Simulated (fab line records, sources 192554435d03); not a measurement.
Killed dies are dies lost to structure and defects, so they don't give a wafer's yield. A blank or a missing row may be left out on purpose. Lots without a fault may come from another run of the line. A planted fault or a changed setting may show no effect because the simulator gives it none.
fab line records | flow n5_finfet
record lots=4 wafers=12 last_day=21
route steps=1938 shown BEOL_M7@1279 PASSIVATION@1936
lots that met no fault: from a run of the same line without faults
start_h: hours from the record's first day to the start of the lot's first wafer shown | wait_h: hours since the lot's step before | " the same as in the row above | L1.1+2: a row that stands for several wafers | - no value, or no start given | * or withheld: withheld | < > ~ a bound
route shown NAME@n: a module of which the file shows steps, and the number in the route of the first | usual: mean/standard deviation of fault-free wafers | same: alike in all rows | chamber/n: place in a boat | sites: the reading at each site | _std_site: their standard deviation | _edge_site: outer sites' mean less inner sites' | radius_mm: how far each site lies from the wafer's centre | mask NAME#n: copy n | behind: the tool/chamber that last shaped the wafer | hold: why the lot was held/for how many hours/how that ended | device: the transistor (n, p or np) that didn't switch | end of line: the same wafers' tests at the end of the route | a step without rows: its recipe alone | killed: dies lost to structure and defects at the first sort, not the wafer's yield | map: a wafer's dies, x killed, . not, _ none there
set.NAME: the setting as run; set.NAME@STEP: as run at that earlier step | model.NAME: the simulator's own value behind a step, which no gauge read
lots at some steps of the route; a table a step, a row a wafer
services: from which hour (start_h, from the record's first day; less than 0 if before it) a tool's chamber was out of use, for how many hours, and why
## steps
# step N5_BEOL_M7_DESCUM_16
# recipe chemistry=O2 time_s=7.9 source_power_w=50 bias_power_w=20 pressure_mtorr=20 rf_frequency_hz=2.712e+07 temp_c=40 resist=CAR-ArF o2_flow_sccm=225
# step N5_BEOL_M7_ETCH_61
# recipe chemistry=CF4 target=SiARC target_depth_a=455 mask_material=CAR-ArF time_s=75.8 ion_energy_ev=80 pressure_mtorr=40 source_w=545 bias_w=36 Ar_flow_sccm=100 cf4_flow_sccm=100 ends=cleared
# step N5_BEOL_M7_ETCH_62
# recipe chemistry=N2/H2 target=SOC target_depth_a=1100 overetch_a=220 mask_material=SiARC temp_c=40 time_s=165 ion_energy_ev=200 pressure_mtorr=30 source_w=840 bias_w=150 n2_flow_sccm=200 h2_flow_sccm=200
# step N5_BEOL_M7_STRIP_68
# recipe chemistry=N2/H2 temp_c=40 n2_flow_sccm=200 h2_flow_sccm=200 rf_frequency_hz=6e+07
# step N5_BEOL_M7_STRIP_67
# recipe chemistry=CF4 resist=SiARC power_w=300 bias_power_w=75 pressure_mtorr=50 cf4_flow_sccm=150 rf_frequency_hz=6e+07
# step N5_BEOL_M7_HM_OPEN_17
# recipe chemistry=Cl2/BCl3 target_depth_a=200 overetch_a=60 target=TiN mask_material=SOC ion_energy_ev=150 pressure_mtorr=10 icp_w=1000 bias_w=126 Cl2_flow_sccm=53.25 bcl3_flow_sccm=21.75 Ar_flow_sccm=25
# step N5_BEOL_M7_STRIP_19
# recipe chemistry=O2 power_w=400 temp_c=40 pressure_mtorr=30 rf_frequency_hz=6e+07 bias_power_w=0 overash_fraction=0.2 o2_flow_sccm=225
# step N5_BEOL_M7_COAT_63
# recipe resist=SOC temp_c=250 time_s=60 spin_rpm=1500 resist_thk_nm=60
# step N5_BEOL_M7_COAT_64
# recipe resist=SiARC temp_c=220 time_s=60 spin_rpm=1500 resist_thk_nm=12
# usual spin_speed_rpm=1500.1/0.98
# columns lot.wafer tool chamber start_h wait_h spin_speed_rpm
L675.1 litho_track-02 0 295.98 - 1500.5
L675.5 " 0 " " 1499.4
L675.6 " 0 " " 1497.7
L687.3 litho_track-02 0 383.56 - 1545.0
L687.4 " 0 " " 1544.3
L687.5 " 0 " " 1544.0
L691.1 litho_track-02 0 387.92 - 1543.5
L691.2 " 0 " " 1543.9
L691.6 " 0 " " 1543.5
L697.1 litho_track-04 0 427.37 - 1500.2
L697.2 " 0 " " 1500.5
L697.3 " 0 " " 1498.4
# step N5_BEOL_M7_COAT_71
# recipe resist=underlayer temp_c=205 time_s=60 spin_rpm=1500 resist_thk_nm=5
# step N5_BEOL_M7_COAT_22
# recipe resist=CAR-EUV spin_rpm=1500 resist_thk_nm=30
# step N5_BEOL_M7_EBR_24
# recipe solvent=PGMEA ebr_width_mm=1.5
# step N5_BEOL_M7_SOFTBAKE_23
# recipe temp_c=110 time_s=60 resist=CAR-EUV
# step N5_BEOL_M7_EXPOSE_25
# recipe mask_id=V6 na=0.33 source_shape=annular sigma_inner=0.4 sigma_outer=0.8 polarization=unpolarized target_cd_nm=40 dose_mj=42.5
# step N5_BEOL_M7_PEB_26
# recipe peb_temp_c=100 peb_time_s=60 resist=CAR-EUV
# step N5_BEOL_M7_DEVELOP_27
# recipe develop_time_s=30 developer=TMAH resist=CAR-EUV rinse_liquid=surfactant_rinse dry=air_spin dev_temp_c=23
# step N5_BEOL_M7_DESCUM_33
# recipe chemistry=O2 time_s=7 source_power_w=50 bias_power_w=20 pressure_mtorr=20 rf_frequency_hz=2.712e+07 temp_c=40 resist=CAR-EUV o2_flow_sccm=225
# step N5_BEOL_M7_ETCH_72
# recipe chemistry=N2/H2 target=underlayer target_depth_a=65 mask_material=CAR-EUV time_s=5.2 ion_energy_ev=200 pressure_mtorr=30 source_w=840 bias_w=150 n2_flow_sccm=200 h2_flow_sccm=200 ends=cleared
# step N5_BEOL_M7_ETCH_65
# recipe chemistry=CF4 target=SiARC target_depth_a=156 mask_material=CAR-EUV time_s=26 ion_energy_ev=80 pressure_mtorr=40 source_w=545 bias_w=36 Ar_flow_sccm=100 cf4_flow_sccm=100 ends=cleared
# usual drypump_motor_current_A=5.6/0.44 etch_rf_on_time_s=26.3/0.86 oes_product_au=0.67/0.076 rf_vpp_V=184.0/1.2 showerhead_plenum_p_Torr=2.15/0.078 throttle_valve_pct=15.62/0.22
# columns lot.wafer tool chamber start_h wait_h drypump_motor_current_A etch_rf_on_time_s oes_product_au rf_hours_counter_h rf_vpp_V showerhead_plenum_p_Torr throttle_valve_pct model.etch.depth_nm
L675.1 rie_diel-05 2 296.54 0.0 6.1 25.6 0.65 158 184.9 2.24 15.60 12.08
L675.5 " 0 " " 5.0 26.6 0.60 - 182.2 2.04 15.81 12.06
L675.6 " 1 " " 5.6 26.8 0.59 - 184.0 2.20 15.89 12.09
L687.3 rie_diel-05 2 384.16 0.0 6.1 25.4 0.63 187 184.1 2.23 15.67 11.87
L687.4 " 2 " " 6.1 25.5 0.63 - 183.0 2.23 15.65 11.83
L687.5 " 3 " " 5.8 25.5 0.60 - 182.8 2.03 15.61 11.85
L691.1 rie_diel-02 3 389.02 0.0 5.7 27.2 0.65 139 183.8 2.06 15.95 11.87
L691.2 " 1 " " 6.4 27.3 0.63 141 184.9 2.23 15.62 11.91
L691.6 " 0 " " 4.8 25.6 0.75 - 184.7 2.25 15.67 11.92
L697.1 rie_diel-05 0 427.94 0.0 5.0 26.4 0.58 245 181.2 2.03 15.89 12
L697.2 " 1 " " 5.5 25.5 0.79 14 183.3 2.19 15.44 12.01
L697.3 " 3 " " 5.7 25.7 0.60 238 183.8 2.02 15.64 12.01
# step N5_BEOL_M7_ETCH_66
# recipe chemistry=N2/H2 target=SOC target_depth_a=800 overetch_a=160 mask_material=SiARC temp_c=40 time_s=120 ion_energy_ev=200 pressure_mtorr=30 source_w=840 bias_w=150 n2_flow_sccm=200 h2_flow_sccm=200
# step N5_PASSIVATION_PROBE_49
# usual defect_limited_yield=90.9/1.6 killed_at_M0_to_M3=37/11 killed_at_M4_up=15/5.6 killed_at_contacts=13/6.4 killed_at_front_end=39/11 killed_at_other=4/3.1 killed_dies=107/19 killed_open=71/14 killed_short=34/7.8 sort_bin_5_function=5.3/1 sort_bin_6_memory=3.4/0.72 sort_n_pass=1072/20 sort_yield_pct=90.9/1.7
# same gross_dies=1180 killed_at_back_side=0 sort_bin_4_leakage[%]=0 sort_bin_8_speed[%]=0
# columns lot.wafer tool chamber start_h wait_h defect_limited_yield[%] killed_at_M0_to_M3 killed_at_M4_up killed_at_contacts killed_at_front_end killed_at_other killed_dies killed_open killed_short sort_bin_5_function[%] sort_bin_6_memory[%] sort_n_pass sort_yield_pct[%]
L675.1 prober-01 - 370.48 0.0 90.8 35 24 5 43 1 108 72 32 5.4 3.4 1072 90.8
L675.5 prober-01 - 370.68 0.2 92.5 32 11 9 32 4 88 47 40 4.4 2.6 1092 92.5
L675.6 prober-01 - 370.73 0.3 90.6 32 12 11 55 1 111 55 42 4.7 3.7 1069 90.6
# killed by level:class
L675.1 BEOL_M4:geometric_particle:open=12 BEOL_M2:geometric_particle:open=10 STI_FIN_REVEAL:geometric_particle:open=9 BEOL_M0_SAQP:geometric_particle:short=7 BEOL_M1:geometric_particle:open=7 BEOL_M0_SAQP:geometric_particle:open=6 FIN_SAQP:geometric_particle:short=5 STARTING-WAFER:geometric_particle:open=5
L675.5 BEOL_M3:geometric_particle:open=10 MOL_CONTACT_COAG:geometric_particle:open=7 BEOL_M0_SAQP:geometric_particle:short=7 STI_FIN_REVEAL:geometric_particle:short=5 GATE_CUT:geometric_particle:short=5 FIN_SAQP:geometric_particle:short=4 BEOL_M5:geometric_particle:open=4 BEOL_M2:geometric_particle:open=4
L675.6 FIN_SAQP:geometric_particle:short=14 BEOL_M4:geometric_particle:open=8 FIN_SAQP:geometric_particle:open=7 MOL_CONTACT_COAG:geometric_particle:open=7 BEOL_M0_SAQP:geometric_particle:open=7 BEOL_M0_SAQP:geometric_particle:short=7 HKMG_FIN:area_etch=7 GATE_CUT:geometric_particle:short=6
## services
# columns tool chamber start_h hours kind
rie_diel-05 0 278.72 5.3 repair
rie_diel-02 2 317.30 - clean
rie_diel-02 2 317.30 - consumable_replace:focus_ring
rie_diel-02 2 317.30 12.3 scheduled_down
rie_diel-02 2 317.30 12.3 vent_cycle
litho_track-02 - 333.18 - consumable_replace:filter
rie_diel-05 0 344.40 2.8 repair
rie_diel-05 1 347.18 - clean
rie_diel-05 1 347.18 - consumable_replace:esc
rie_diel-05 1 347.18 - consumable_replace:focus_ring
rie_diel-05 1 347.18 37.7 scheduled_down
rie_diel-05 1 347.18 37.7 vent_cycle
rie_diel-02 1 367.74 5.0 repair
rie_diel-02 2 417.51 2.8 repair
## key
first_sign step=N5_BEOL_M7_COAT_64 reading=spin_speed_rpm direction=up sigmas=45 usual=* struck=*
effect none on later readings
model_effect step=N5_BEOL_M7_ETCH_65 value=etch.depth_nm without=12.05 struck=11.88
met_at N5_BEOL_M7_COAT_64
struck_wafers L687.3,L687.4,L687.5,L691.1,L691.2,L691.6
onset_between 295.98 383.56
fault kind=process_parameter_drift tool=litho_track-02 chamber=- onset_h=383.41 steps=N5_BEOL_M7_COAT_64 channel=spin_rpm offset=* shape=step end_h=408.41 acts_in=* stated=*
